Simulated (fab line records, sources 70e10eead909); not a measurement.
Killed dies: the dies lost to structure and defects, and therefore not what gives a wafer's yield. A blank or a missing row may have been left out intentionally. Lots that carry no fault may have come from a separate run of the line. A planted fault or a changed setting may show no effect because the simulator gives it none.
Which tool did it? || flow nand harc || 24 lots with 72 wafers sampled at 6 steps, on a route of 1159 steps

== WHAT EACH GAUGE READ, for each wafer ==
NHARC_A_M1_OVL_MEAS_10: pitch 240 nm.
{"lot": "L074", "measured": "day 18 07:07", "on": "overlay-02", "overlay x nm (nm)": "0.2 0.2 0.5", "overlay y nm (nm)": "0.1 0.2 0.0"}
{"lot": "L075", "measured": "day 18 09:36", "on": "overlay-01", "overlay x nm (nm)": "0.6 0.5 0.5", "overlay y nm (nm)": "1.4 1.2 1.1"}
{"lot": "L076", "measured": "day 18 11:35", "on": "overlay-01", "overlay x nm (nm)": "-0.3 -0.8 -0.4", "overlay y nm (nm)": "-0.2 -0.3 0.1"}
{"lot": "L077", "measured": "day 18 15:02", "on": "overlay-02", "overlay x nm (nm)": "-0.3 -0.4 -0.8", "overlay y nm (nm)": "-1.1 -0.3 -0.5"}
{"lot": "L081", "measured": "day 18 23:20", "on": "overlay-01", "overlay x nm (nm)": "0.3 -0.2 -0.1", "overlay y nm (nm)": "1.2 0.6 1.0"}
{"lot": "L078", "measured": "day 19 02:56", "on": "overlay-01", "overlay x nm (nm)": "0.2 0.4 -0.5", "overlay y nm (nm)": "-1.1 -1.0 -1.0"}
{"lot": "L079", "measured": "day 19 03:44", "on": "overlay-02", "overlay x nm (nm)": "-1.1 -0.7 -0.3", "overlay y nm (nm)": "0.8 1.3 1.1"}
{"lot": "L082", "measured": "day 20 04:37", "on": "overlay-01", "overlay x nm (nm)": "-1.0 -0.5 -1.5", "overlay y nm (nm)": "-0.9 -1.5 -1.7"}
{"lot": "L084", "measured": "day 20 05:22", "on": "overlay-02", "overlay x nm (nm)": "-0.4 -0.2 -0.5", "overlay y nm (nm)": "0.0 -0.4 -0.4"}
{"lot": "L080", "measured": "day 20 09:41", "on": "overlay-02", "overlay x nm (nm)": "1.6 1.5 1.3", "overlay y nm (nm)": "-0.5 0.4 -0.1"}
{"lot": "L083", "measured": "day 21 01:47", "on": "overlay-02", "overlay x nm (nm)": "0.1 -0.7 -0.1", "overlay y nm (nm)": "0.9 0.8 1.1"}
{"lot": "L085", "measured": "day 21 10:37", "on": "overlay-02", "overlay x nm (nm)": "0.0 0.2 0.6", "overlay y nm (nm)": "0.5 0.6 -0.1"}
{"lot": "L091", "measured": "day 22 03:45", "on": "overlay-01", "overlay x nm (nm)": "0.2 -0.2 -0.4", "overlay y nm (nm)": "-0.5 -1.2 -1.0"}
{"lot": "L087", "measured": "day 22 04:31", "on": "overlay-02", "overlay x nm (nm)": "2.7 2.8 2.5", "overlay y nm (nm)": "0.6 0.5 1.3"}
{"lot": "L086", "measured": "day 22 06:14", "on": "overlay-02", "overlay x nm (nm)": "-1.1 -1.2 -0.2", "overlay y nm (nm)": "0.0 0.2 0.0"}
{"lot": "L088", "measured": "day 22 06:57", "on": "overlay-02", "overlay x nm (nm)": "1.8 0.9 1.5", "overlay y nm (nm)": "-0.9 -0.3 -1.2"}
{"lot": "L089", "measured": "day 22 11:53", "on": "overlay-02", "overlay x nm (nm)": "0.3 0.5 0.2", "overlay y nm (nm)": "1.0 1.6 1.6"}
{"lot": "L090", "measured": "day 22 19:05", "on": "overlay-01", "overlay x nm (nm)": "-0.4 -0.4 -0.4", "overlay y nm (nm)": "0.0 -0.4 0.1"}
{"lot": "L092", "measured": "day 22 19:30", "on": "overlay-02", "overlay x nm (nm)": "-1.6 -1.4 -1.3", "overlay y nm (nm)": "0.9 1.0 0.9"}
{"lot": "L094", "measured": "day 23 03:11", "on": "overlay-01", "overlay x nm (nm)": "-0.8 -1.0 -0.5", "overlay y nm (nm)": "0.0 -0.8 -0.3"}
{"lot": "L096", "measured": "day 23 04:15", "on": "overlay-01", "overlay x nm (nm)": "-0.7 -1.0 -0.1", "overlay y nm (nm)": "0.1 -0.4 -0.1"}
{"lot": "L093", "measured": "day 23 07:52", "on": "overlay-02", "overlay x nm (nm)": "-0.5 -0.8 -0.3", "overlay y nm (nm)": "1.0 0.5 1.0"}
{"lot": "L095", "measured": "day 23 18:55", "on": "overlay-01", "overlay x nm (nm)": "0.9 0.7 1.1", "overlay y nm (nm)": "-0.8 -0.2 -0.2"}
{"lot": "L097", "measured": "day 23 19:36", "on": "overlay-02", "overlay x nm (nm)": "0.5 1.1 0.1", "overlay y nm (nm)": "-0.7 -1.1 -0.6"}

== EACH LOT AND THE TOOL THAT RAN IT (in order: tool; ch and the chambers of the sampled wafers; start) ==
{"lot": "L074", "NHARC_A_CONTACT_ETCH_137": "har cap etch-03 ch 0,1, day 17 08:39", "NHARC_A_CONTACT_ETCH_139": "har cap etch-03 ch 0,1, day 17 08:54", "NHARC_A_BLC_ETCH_18": "rie diel-10 ch 0,1,3, day 18 04:04 or earlier", "NHARC_A_M0_ETCH_15": "rie diel-01 ch 0,2,3, day 18 04:04 or earlier", "NHARC_A_M0_DEGAS_28": "pvd sputter-03, day 18 04:04"}
{"lot": "L075", "NHARC_A_CONTACT_ETCH_137": "har cap etch-02 ch 0, day 17 16:13", "NHARC_A_CONTACT_ETCH_139": "har cap etch-02 ch 0, day 17 16:28", "NHARC_A_BLC_ETCH_18": "rie diel-10 ch 0,1,3, day 18 06:42 or earlier", "NHARC_A_M0_ETCH_15": "rie diel-12 ch 0,2, day 18 06:42 or earlier", "NHARC_A_M0_DEGAS_28": "pvd sputter-02, day 18 06:42"}
{"lot": "L076", "NHARC_A_CONTACT_ETCH_137": "har cap etch-02 ch 0,1, day 17 21:55", "NHARC_A_CONTACT_ETCH_139": "har cap etch-02 ch 0,1, day 17 22:11", "NHARC_A_BLC_ETCH_18": "rie diel-02 ch 0,1,2, day 18 08:22 or earlier", "NHARC_A_M0_ETCH_15": "rie diel-12 ch 2,3, day 18 08:22 or earlier", "NHARC_A_M0_DEGAS_28": "pvd sputter-01, day 18 08:22"}
{"lot": "L077", "NHARC_A_CONTACT_ETCH_137": "har cap etch-02 ch 0,1, day 18 01:17", "NHARC_A_CONTACT_ETCH_139": "har cap etch-02 ch 0,1, day 18 01:32", "NHARC_A_BLC_ETCH_18": "rie diel-10 ch 0,1,2, day 18 11:04 or earlier", "NHARC_A_M0_ETCH_15": "rie diel-09 ch 0,1,2, day 18 11:04 or earlier", "NHARC_A_M0_DEGAS_28": "pvd sputter-03, day 18 11:04"}
{"lot": "L081", "NHARC_A_CONTACT_ETCH_137": "har cap etch-03 ch 0,1, day 18 08:08", "NHARC_A_CONTACT_ETCH_139": "har cap etch-03 ch 0,1, day 18 08:23", "NHARC_A_BLC_ETCH_18": "rie diel-10 ch 0,1, day 18 20:17 or earlier", "NHARC_A_M0_ETCH_15": "rie diel-12 ch 0,1, day 18 20:17 or earlier", "NHARC_A_M0_DEGAS_28": "pvd sputter-03, day 18 20:17"}
{"lot": "L078", "NHARC_A_CONTACT_ETCH_137": "har cap etch-01 ch 0,1, day 18 12:10", "NHARC_A_CONTACT_ETCH_139": "har cap etch-01 ch 0,1, day 18 12:24", "NHARC_A_BLC_ETCH_18": "rie diel-10 ch 1,2,3, day 19 00:00 or earlier", "NHARC_A_M0_ETCH_15": "rie diel-12 ch 0,2,3, day 19 00:00 or earlier", "NHARC_A_M0_DEGAS_28": "pvd sputter-03, day 19 00:00"}
{"lot": "L079", "NHARC_A_CONTACT_ETCH_137": "har cap etch-02 ch 0,1, day 18 15:19", "NHARC_A_CONTACT_ETCH_139": "har cap etch-02 ch 0,1, day 18 15:34", "NHARC_A_BLC_ETCH_18": "rie diel-02 ch 0,1, day 19 00:37 or earlier", "NHARC_A_M0_ETCH_15": "rie diel-01 ch 0,2,3, day 19 00:37 or earlier", "NHARC_A_M0_DEGAS_28": "pvd sputter-01, day 19 00:37"}
{"lot": "L082", "NHARC_A_CONTACT_ETCH_137": "har cap etch-01 ch 0,1, day 19 13:50", "NHARC_A_CONTACT_ETCH_139": "har cap etch-01 ch 0,1, day 19 14:04", "NHARC_A_BLC_ETCH_18": "rie diel-02 ch 0,1,2, day 20 01:32 or earlier", "NHARC_A_M0_ETCH_15": "rie diel-12 ch 0,1,3, day 20 01:32 or earlier", "NHARC_A_M0_DEGAS_28": "pvd sputter-01, day 20 01:32"}
{"lot": "L084", "NHARC_A_CONTACT_ETCH_137": "har cap etch-02 ch 0,1, day 19 14:40", "NHARC_A_CONTACT_ETCH_139": "har cap etch-02 ch 0,1, day 19 14:54", "NHARC_A_BLC_ETCH_18": "rie diel-10 ch 1,2,3, day 20 01:55 or earlier", "NHARC_A_M0_ETCH_15": "rie diel-01 ch 1,3, day 20 01:55 or earlier", "NHARC_A_M0_DEGAS_28": "pvd sputter-01, day 20 01:55"}
{"lot": "L080", "NHARC_A_CONTACT_ETCH_137": "har cap etch-01 ch 0,1, day 19 21:47", "NHARC_A_CONTACT_ETCH_139": "har cap etch-01 ch 0,1, day 19 22:03", "NHARC_A_BLC_ETCH_18": "rie diel-10 ch 0,1,3, day 20 06:47 or earlier", "NHARC_A_M0_ETCH_15": "rie diel-01 ch 1,2,3, day 20 06:47 or earlier", "NHARC_A_M0_DEGAS_28": "pvd sputter-02, day 20 06:47"}
{"lot": "L083", "NHARC_A_CONTACT_ETCH_137": "har cap etch-01 ch 0,1, day 20 06:02", "NHARC_A_CONTACT_ETCH_139": "har cap etch-01 ch 0,1, day 20 06:16", "NHARC_A_BLC_ETCH_18": "rie diel-02 ch 0,1,3, day 20 22:30 or earlier", "NHARC_A_M0_ETCH_15": "rie diel-09 ch 0,2,3, day 20 22:30 or earlier", "NHARC_A_M0_DEGAS_28": "pvd sputter-01, day 20 22:30"}
{"lot": "L085", "NHARC_A_CONTACT_ETCH_137": "har cap etch-03 ch 0,1, day 20 08:45", "NHARC_A_CONTACT_ETCH_139": "har cap etch-03 ch 0,1, day 20 09:06", "NHARC_A_BLC_ETCH_18": "rie diel-10 ch 0,1,2, day 21 07:35 or earlier", "NHARC_A_M0_ETCH_15": "rie diel-12 ch 0,1,2, day 21 07:35 or earlier", "NHARC_A_M0_DEGAS_28": "pvd sputter-01, day 21 07:35"}
{"lot": "L091", "NHARC_A_CONTACT_ETCH_137": "har cap etch-02 ch 0,1, day 21 09:31", "NHARC_A_CONTACT_ETCH_139": "har cap etch-02 ch 0,1, day 21 09:45", "NHARC_A_BLC_ETCH_18": "rie diel-10 ch 1,3, day 22 00:36 or earlier", "NHARC_A_M0_ETCH_15": "rie diel-09 ch 1,2, day 22 00:36 or earlier", "NHARC_A_M0_DEGAS_28": "pvd sputter-03, day 22 00:36"}
{"lot": "L087", "NHARC_A_CONTACT_ETCH_137": "har cap etch-01 ch 0,1, day 21 10:40", "NHARC_A_CONTACT_ETCH_139": "har cap etch-01 ch 0,1, day 21 10:54", "NHARC_A_BLC_ETCH_18": "rie diel-02 ch 0,2,3, day 22 01:12 or earlier", "NHARC_A_M0_ETCH_15": "rie diel-12 ch 0,2,3, day 22 01:12 or earlier", "NHARC_A_M0_DEGAS_28": "pvd sputter-02, day 22 01:12"}
{"lot": "L086", "NHARC_A_CONTACT_ETCH_137": "har cap etch-01 ch 0,1, day 21 15:14", "NHARC_A_CONTACT_ETCH_139": "har cap etch-01 ch 0,1, day 21 15:34", "NHARC_A_BLC_ETCH_18": "rie diel-10 ch 0,1,2, day 22 03:05 or earlier", "NHARC_A_M0_ETCH_15": "rie diel-01 ch 0,1,3, day 22 03:05 or earlier", "NHARC_A_M0_DEGAS_28": "pvd sputter-02, day 22 03:05"}
{"lot": "L088", "NHARC_A_CONTACT_ETCH_137": "har cap etch-03 ch 0,1, day 21 16:55", "NHARC_A_CONTACT_ETCH_139": "har cap etch-03 ch 0,1, day 21 17:16", "NHARC_A_BLC_ETCH_18": "rie diel-02 ch 0,1,2, day 22 03:51 or earlier", "NHARC_A_M0_ETCH_15": "rie diel-12 ch 1,2,3, day 22 03:51 or earlier", "NHARC_A_M0_DEGAS_28": "pvd sputter-02, day 22 03:51"}
{"lot": "L089", "NHARC_A_CONTACT_ETCH_137": "har cap etch-01 ch 0,1, day 21 20:07", "NHARC_A_CONTACT_ETCH_139": "har cap etch-01 ch 0,1, day 21 20:22", "NHARC_A_BLC_ETCH_18": "rie diel-10 ch 1,2,3, day 22 01:06", "NHARC_A_M0_ETCH_15": "rie diel-12 ch 1,2,3, day 22 08:50 or earlier", "NHARC_A_M0_DEGAS_28": "pvd sputter-03, day 22 08:50"}
{"lot": "L090", "NHARC_A_CONTACT_ETCH_137": "har cap etch-03 ch 0,1, day 22 03:58", "NHARC_A_CONTACT_ETCH_139": "har cap etch-03 ch 0,1, day 22 04:17", "NHARC_A_BLC_ETCH_18": "rie diel-02 ch 1,2,3, day 22 15:43 or earlier", "NHARC_A_M0_ETCH_15": "rie diel-12 ch 1,2,3, day 22 15:43 or earlier", "NHARC_A_M0_DEGAS_28": "pvd sputter-03, day 22 15:43"}
{"lot": "L092", "NHARC_A_CONTACT_ETCH_137": "har cap etch-02 ch 0, day 22 05:55", "NHARC_A_CONTACT_ETCH_139": "har cap etch-02 ch 0, day 22 06:10", "NHARC_A_BLC_ETCH_18": "rie diel-10 ch 1,2, day 22 16:27 or earlier", "NHARC_A_M0_ETCH_15": "rie diel-01 ch 0,1, day 22 16:27 or earlier", "NHARC_A_M0_DEGAS_28": "pvd sputter-01, day 22 16:27"}
{"lot": "L094", "NHARC_A_CONTACT_ETCH_137": "har cap etch-02 ch 0,1, day 22 14:26", "NHARC_A_CONTACT_ETCH_139": "har cap etch-02 ch 0,1, day 22 14:41", "NHARC_A_BLC_ETCH_18": "rie diel-02 ch 0,1,3, day 23 00:05 or earlier", "NHARC_A_M0_ETCH_15": "rie diel-09 ch 0,1,3, day 23 00:05 or earlier", "NHARC_A_M0_DEGAS_28": "pvd sputter-02, day 23 00:05"}
{"lot": "L096", "NHARC_A_CONTACT_ETCH_137": "har cap etch-01 ch 0,1, day 22 15:08", "NHARC_A_CONTACT_ETCH_139": "har cap etch-01 ch 0,1, day 22 15:22", "NHARC_A_BLC_ETCH_18": "rie diel-02 ch 0,3, day 23 01:19 or earlier", "NHARC_A_M0_ETCH_15": "rie diel-01 ch 0,1, day 23 01:19 or earlier", "NHARC_A_M0_DEGAS_28": "pvd sputter-01, day 23 01:19"}
{"lot": "L093", "NHARC_A_CONTACT_ETCH_137": "har cap etch-02 ch 1, day 22 17:33", "NHARC_A_CONTACT_ETCH_139": "har cap etch-02 ch 1, day 22 17:49", "NHARC_A_BLC_ETCH_18": "rie diel-02 ch 0,2, day 23 04:21 or earlier", "NHARC_A_M0_ETCH_15": "rie diel-12 ch 1,3, day 23 04:21 or earlier", "NHARC_A_M0_DEGAS_28": "pvd sputter-01, day 23 04:21"}
{"lot": "L095", "NHARC_A_CONTACT_ETCH_137": "har cap etch-01 ch 0,1, day 23 05:23", "NHARC_A_CONTACT_ETCH_139": "har cap etch-01 ch 0,1, day 23 05:38", "NHARC_A_BLC_ETCH_18": "rie diel-02 ch 0,1,2, day 23 16:01 or earlier", "NHARC_A_M0_ETCH_15": "rie diel-09 ch 0,1,2, day 23 16:01 or earlier", "NHARC_A_M0_DEGAS_28": "pvd sputter-02, day 23 16:01"}
{"lot": "L097", "NHARC_A_CONTACT_ETCH_137": "har cap etch-03 ch 0,1, day 23 05:35", "NHARC_A_CONTACT_ETCH_139": "har cap etch-03 ch 0,1, day 23 05:51", "NHARC_A_BLC_ETCH_18": "rie diel-04 ch 1,2,3, day 23 16:29 or earlier", "NHARC_A_M0_ETCH_15": "rie diel-09 ch 0,1, day 23 16:29 or earlier", "NHARC_A_M0_DEGAS_28": "pvd sputter-03, day 23 16:29"}
- NHARC_A_CONTACT_ETCH_137: etches the open film in C4F8/O2/Ar, time 132 s, target depth 1287 nm.
- NHARC_A_CONTACT_ETCH_139: etches the open film in C4F8/O2/Ar, time 137 s, target depth 590 nm.
- NHARC_A_BLC_ETCH_18: etches the open film in C4F8/O2/Ar, target depth 910 nm.
- NHARC_A_M0_ETCH_15: etches the open film in C4F8/Ar, target depth 150 nm, overetch 15 nm, time 82.5 s.
- NHARC_A_M0_DEGAS_28: time 60 s.

== AS READ BY THE TOOLS THEMSELVES (means over the sampled wafers that have a number; for cases with no such wafer, the mark the record gives instead) ==
NHARC_A_CONTACT_ETCH_137.
{"lot": "L074", "tool": "har cap etch-03", "oes air line au (a.u.)": 0.989}
{"lot": "L075", "tool": "har cap etch-02", "oes air line au (a.u.)": 1.010}
{"lot": "L076", "tool": "har cap etch-02", "oes air line au (a.u.)": 0.999}
{"lot": "L077", "tool": "har cap etch-02", "oes air line au (a.u.)": 1.006}
{"lot": "L081", "tool": "har cap etch-03", "oes air line au (a.u.)": 0.987}
{"lot": "L078", "tool": "har cap etch-01", "oes air line au (a.u.)": 1.013}
{"lot": "L079", "tool": "har cap etch-02", "oes air line au (a.u.)": 1.011}
{"lot": "L082", "tool": "har cap etch-01", "oes air line au (a.u.)": 1.023}
{"lot": "L084", "tool": "har cap etch-02", "oes air line au (a.u.)": 1.006}
{"lot": "L080", "tool": "har cap etch-01", "oes air line au (a.u.)": 1.008}
{"lot": "L083", "tool": "har cap etch-01", "oes air line au (a.u.)": 1.008}
{"lot": "L085", "tool": "har cap etch-03", "oes air line au (a.u.)": 0.990}
{"lot": "L091", "tool": "har cap etch-02", "oes air line au (a.u.)": 0.994}
{"lot": "L087", "tool": "har cap etch-01", "oes air line au (a.u.)": 1.000}
{"lot": "L086", "tool": "har cap etch-01", "oes air line au (a.u.)": 0.992}
{"lot": "L088", "tool": "har cap etch-03", "oes air line au (a.u.)": 1.018}
{"lot": "L089", "tool": "har cap etch-01", "oes air line au (a.u.)": 1.001}
{"lot": "L090", "tool": "har cap etch-03", "oes air line au (a.u.)": 0.987}
{"lot": "L092", "tool": "har cap etch-02", "oes air line au (a.u.)": 1.018}
{"lot": "L094", "tool": "har cap etch-02", "oes air line au (a.u.)": 1.006}
{"lot": "L096", "tool": "har cap etch-01", "oes air line au (a.u.)": 1.000}
{"lot": "L093", "tool": "har cap etch-02", "oes air line au (a.u.)": 1.019}
{"lot": "L095", "tool": "har cap etch-01", "oes air line au (a.u.)": 0.964}
{"lot": "L097", "tool": "har cap etch-03", "oes air line au (a.u.)": 1.002}

NHARC_A_CONTACT_ETCH_139.
{"lot": "L074", "tool": "har cap etch-03", "oes air line au (a.u.)": 0.978}
{"lot": "L075", "tool": "har cap etch-02", "oes air line au (a.u.)": 1.000}
{"lot": "L076", "tool": "har cap etch-02", "oes air line au (a.u.)": 1.030}
{"lot": "L077", "tool": "har cap etch-02", "oes air line au (a.u.)": 1.003}
{"lot": "L081", "tool": "har cap etch-03", "oes air line au (a.u.)": 1.008}
{"lot": "L078", "tool": "har cap etch-01", "oes air line au (a.u.)": 0.978}
{"lot": "L079", "tool": "har cap etch-02", "oes air line au (a.u.)": 0.996}
{"lot": "L082", "tool": "har cap etch-01", "oes air line au (a.u.)": 1.018}
{"lot": "L084", "tool": "har cap etch-02", "oes air line au (a.u.)": 0.982}
{"lot": "L080", "tool": "har cap etch-01", "oes air line au (a.u.)": 1.020}
{"lot": "L083", "tool": "har cap etch-01", "oes air line au (a.u.)": 1.012}
{"lot": "L085", "tool": "har cap etch-03", "oes air line au (a.u.)": 0.994}
{"lot": "L091", "tool": "har cap etch-02", "oes air line au (a.u.)": 1.000}
{"lot": "L087", "tool": "har cap etch-01", "oes air line au (a.u.)": 1.015}
{"lot": "L086", "tool": "har cap etch-01", "oes air line au (a.u.)": 0.967}
{"lot": "L088", "tool": "har cap etch-03", "oes air line au (a.u.)": 1.026}
{"lot": "L089", "tool": "har cap etch-01", "oes air line au (a.u.)": 1.020}
{"lot": "L090", "tool": "har cap etch-03", "oes air line au (a.u.)": 0.993}
{"lot": "L092", "tool": "har cap etch-02", "oes air line au (a.u.)": 1.028}
{"lot": "L094", "tool": "har cap etch-02", "oes air line au (a.u.)": 0.980}
{"lot": "L096", "tool": "har cap etch-01", "oes air line au (a.u.)": 0.993}
{"lot": "L093", "tool": "har cap etch-02", "oes air line au (a.u.)": 0.983}
{"lot": "L095", "tool": "har cap etch-01", "oes air line au (a.u.)": 1.009}
{"lot": "L097", "tool": "har cap etch-03", "oes air line au (a.u.)": 0.995}

NHARC_A_BLC_ETCH_18.
{"lot": "L074", "tool": "rie diel-10", "oes product au (a.u.)": 0.974, "rf vpp V (V)": 977}
{"lot": "L075", "tool": "rie diel-10", "oes product au (a.u.)": 0.969, "rf vpp V (V)": 976}
{"lot": "L076", "tool": "rie diel-02", "oes product au (a.u.)": 0.927, "rf vpp V (V)": 983}
{"lot": "L077", "tool": "rie diel-10", "oes product au (a.u.)": 0.964, "rf vpp V (V)": 975}
{"lot": "L081", "tool": "rie diel-10", "oes product au (a.u.)": 0.969, "rf vpp V (V)": 976}
{"lot": "L078", "tool": "rie diel-10", "oes product au (a.u.)": 0.953, "rf vpp V (V)": 978}
{"lot": "L079", "tool": "rie diel-02", "oes product au (a.u.)": 0.930, "rf vpp V (V)": 981}
{"lot": "L082", "tool": "rie diel-02", "oes product au (a.u.)": 0.927, "rf vpp V (V)": 982}
{"lot": "L084", "tool": "rie diel-10", "oes product au (a.u.)": 0.926, "rf vpp V (V)": 977}
{"lot": "L080", "tool": "rie diel-10", "oes product au (a.u.)": 0.938, "rf vpp V (V)": 976}
{"lot": "L083", "tool": "rie diel-02", "oes product au (a.u.)": 0.940, "rf vpp V (V)": 979}
{"lot": "L085", "tool": "rie diel-10", "oes product au (a.u.)": 0.930, "rf vpp V (V)": 974}
{"lot": "L091", "tool": "rie diel-10", "oes product au (a.u.)": 0.921, "rf vpp V (V)": 979}
{"lot": "L087", "tool": "rie diel-02", "oes product au (a.u.)": 0.934, "rf vpp V (V)": 983}
{"lot": "L086", "tool": "rie diel-10", "oes product au (a.u.)": 0.913, "rf vpp V (V)": 973}
{"lot": "L088", "tool": "rie diel-02", "oes product au (a.u.)": 0.969, "rf vpp V (V)": 980}
{"lot": "L089", "tool": "rie diel-10", "oes product au (a.u.)": 0.993, "rf vpp V (V)": 978}
{"lot": "L090", "tool": "rie diel-02", "oes product au (a.u.)": 0.969, "rf vpp V (V)": 979}
{"lot": "L092", "tool": "rie diel-10", "oes product au (a.u.)": 0.963, "rf vpp V (V)": 978}
{"lot": "L094", "tool": "rie diel-02", "oes product au (a.u.)": 0.967, "rf vpp V (V)": 979}
{"lot": "L096", "tool": "rie diel-02", "oes product au (a.u.)": 0.970, "rf vpp V (V)": 983}
{"lot": "L093", "tool": "rie diel-02", "oes product au (a.u.)": 0.983, "rf vpp V (V)": 985}
{"lot": "L095", "tool": "rie diel-02", "oes product au (a.u.)": 0.925, "rf vpp V (V)": 982}
{"lot": "L097", "tool": "rie diel-04", "oes product au (a.u.)": 0.950, "rf vpp V (V)": 974}

NHARC_A_M0_ETCH_15.
{"lot": "L074", "tool": "rie diel-01", "oes product au (a.u.)": 0.925, "rf vpp V (V)": 442.7}
{"lot": "L075", "tool": "rie diel-12", "oes product au (a.u.)": 0.943, "rf vpp V (V)": 440.6}
{"lot": "L076", "tool": "rie diel-12", "oes product au (a.u.)": 0.937, "rf vpp V (V)": 438.2}
{"lot": "L077", "tool": "rie diel-09", "oes product au (a.u.)": 0.927, "rf vpp V (V)": 440.2}
{"lot": "L081", "tool": "rie diel-12", "oes product au (a.u.)": 0.963, "rf vpp V (V)": 441.1}
{"lot": "L078", "tool": "rie diel-12", "oes product au (a.u.)": 0.948, "rf vpp V (V)": 439.3}
{"lot": "L079", "tool": "rie diel-01", "oes product au (a.u.)": 0.919, "rf vpp V (V)": 442.3}
{"lot": "L082", "tool": "rie diel-12", "oes product au (a.u.)": 0.960, "rf vpp V (V)": 440.6}
{"lot": "L084", "tool": "rie diel-01", "oes product au (a.u.)": 0.917, "rf vpp V (V)": 442.0}
{"lot": "L080", "tool": "rie diel-01", "oes product au (a.u.)": 0.961, "rf vpp V (V)": 441.6}
{"lot": "L083", "tool": "rie diel-09", "oes product au (a.u.)": 0.980, "rf vpp V (V)": 443.4}
{"lot": "L085", "tool": "rie diel-12", "oes product au (a.u.)": 0.913, "rf vpp V (V)": 440.4}
{"lot": "L091", "tool": "rie diel-09", "oes product au (a.u.)": 0.970, "rf vpp V (V)": 438.7}
{"lot": "L087", "tool": "rie diel-12", "oes product au (a.u.)": 0.953, "rf vpp V (V)": 439.4}
{"lot": "L086", "tool": "rie diel-01", "oes product au (a.u.)": 0.953, "rf vpp V (V)": 441.0}
{"lot": "L088", "tool": "rie diel-12", "oes product au (a.u.)": 0.916, "rf vpp V (V)": 438.2}
{"lot": "L089", "tool": "rie diel-12", "oes product au (a.u.)": 0.901, "rf vpp V (V)": 439.5}
{"lot": "L090", "tool": "rie diel-12", "oes product au (a.u.)": 0.957, "rf vpp V (V)": 438.9}
{"lot": "L092", "tool": "rie diel-01", "oes product au (a.u.)": 0.970, "rf vpp V (V)": 443.6}
{"lot": "L094", "tool": "rie diel-09", "oes product au (a.u.)": 0.939, "rf vpp V (V)": 443.0}
{"lot": "L096", "tool": "rie diel-01", "oes product au (a.u.)": 0.940, "rf vpp V (V)": 442.9}
{"lot": "L093", "tool": "rie diel-12", "oes product au (a.u.)": 0.927, "rf vpp V (V)": 439.6}
{"lot": "L095", "tool": "rie diel-09", "oes product au (a.u.)": 0.924, "rf vpp V (V)": 440.2}
{"lot": "L097", "tool": "rie diel-09", "oes product au (a.u.)": 0.954, "rf vpp V (V)": 442.7}

NHARC_A_M0_DEGAS_28.
{"lot": "L074", "tool": "pvd sputter-03", "heater power w (W)": 318}
{"lot": "L075", "tool": "pvd sputter-02", "heater power w (W)": 370}
{"lot": "L076", "tool": "pvd sputter-01", "heater power w (W)": 327}
{"lot": "L077", "tool": "pvd sputter-03", "heater power w (W)": 329}
{"lot": "L081", "tool": "pvd sputter-03", "heater power w (W)": 331}
{"lot": "L078", "tool": "pvd sputter-03", "heater power w (W)": 336}
{"lot": "L079", "tool": "pvd sputter-01", "heater power w (W)": 341}
{"lot": "L082", "tool": "pvd sputter-01", "heater power w (W)": 372}
{"lot": "L084", "tool": "pvd sputter-01", "heater power w (W)": 336}
{"lot": "L080", "tool": "pvd sputter-02", "heater power w (W)": 375}
{"lot": "L083", "tool": "pvd sputter-01", "heater power w (W)": 342}
{"lot": "L085", "tool": "pvd sputter-01", "heater power w (W)": 367}
{"lot": "L091", "tool": "pvd sputter-03", "heater power w (W)": 320}
{"lot": "L087", "tool": "pvd sputter-02", "heater power w (W)": 348}
{"lot": "L086", "tool": "pvd sputter-02", "heater power w (W)": 350}
{"lot": "L088", "tool": "pvd sputter-02", "heater power w (W)": 351}
{"lot": "L089", "tool": "pvd sputter-03", "heater power w (W)": 307}
{"lot": "L090", "tool": "pvd sputter-03", "heater power w (W)": 328}
{"lot": "L092", "tool": "pvd sputter-01", "heater power w (W)": 381}
{"lot": "L094", "tool": "pvd sputter-02", "heater power w (W)": 381}
{"lot": "L096", "tool": "pvd sputter-01", "heater power w (W)": 368}
{"lot": "L093", "tool": "pvd sputter-01", "heater power w (W)": 356}
{"lot": "L095", "tool": "pvd sputter-02", "heater power w (W)": 376}
{"lot": "L097", "tool": "pvd sputter-03", "heater power w (W)": 311}

== THE ANSWER, worked out from the rows above alone ==
Rule: usual is defined by the lots themselves. The widest of any qualifying gaps counts: lots, ordered by their means at a reading, are off when they make up no more than a third of the lots, leave a main group of 4 or more, and stand apart from it by 3 or more times the standard deviation of that group's means. The tables above print the reading to a certain number of digits; a main group whose means all agree to those digits is not used. Also off: a lot with no number at a reading for which 4 or more lots have one. Any other lot the step has rows for is counted as sound. The gauges are gone through in route order, then the tools' own readings, and for those a lot's mean is taken as printed above. The first step at which some lot is off is used, and at that step the reading that is off furthest; a lot without a number counts as furthest.
No lot is off at any reading shown: from this, nothing can be told.

== WHAT WAS PUT IN BY THE SIMULATOR ==
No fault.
